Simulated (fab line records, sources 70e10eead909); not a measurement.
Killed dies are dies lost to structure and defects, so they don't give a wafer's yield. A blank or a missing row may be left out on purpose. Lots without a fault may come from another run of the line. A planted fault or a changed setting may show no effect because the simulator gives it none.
Chamber matching | flow nand_harc | NHARC_A_SGD_CUT_CMP_21 on cmp-02: 4 sister chambers
The step polishes, target thk 148.19 nm. 4 wafers are shown with their chamber, then 7 later ones without.

WAFERS WITH THEIR CHAMBER
wafer  | chamber | motor_current_A (A)
L084.5 | 0       | 10.9
L083.6 | 1       | 12.3
L088.1 | 2       | 11.3
L088.2 | 3       | 11.5

WAFERS WITHOUT THEIR CHAMBER
wafer  | motor_current_A (A)
L088.4 | 11.3
L091.2 | 11.2
L091.4 | 11.3
L091.5 | 10.5
L097.1 | 12.1
L097.4 | 10.4
L097.5 | 10.8

WHICH CHAMBER EACH WENT THROUGH
wafer  | from the rows above          | in truth
L088.4 | can't be placed: 2 or 3 or 0 | 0
L091.2 | can't be placed: 2 or 0 or 3 | 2
L091.4 | can't be placed: 2 or 3 or 0 | 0
L091.5 | can't be placed: 0 or 2      | 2
L097.1 | can't be placed: 1 or 3      | 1
L097.4 | can't be placed: 0 or 2      | 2
L097.5 | can't be placed: 0 or 2      | 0
Placed correctly: 0 of 7. Can't be placed from these rows: 7 (the true chamber is among the candidates in 7). Placed wrongly: 0.
How it was worked out, from the rows above alone: a wafer's distance from a chamber is the root of the sum, over the readings, of the square of ((its reading less the chamber's mean) divided by the reading's scatter). The wafer belongs to the nearest chamber; if the next one is less than 2 further off, it can't be placed. A chamber's mean is the mean of its shown wafers. The scatter: with one shown wafer a chamber, the root of the mean of the squares of how far each hidden wafer lies from its nearest shown one.
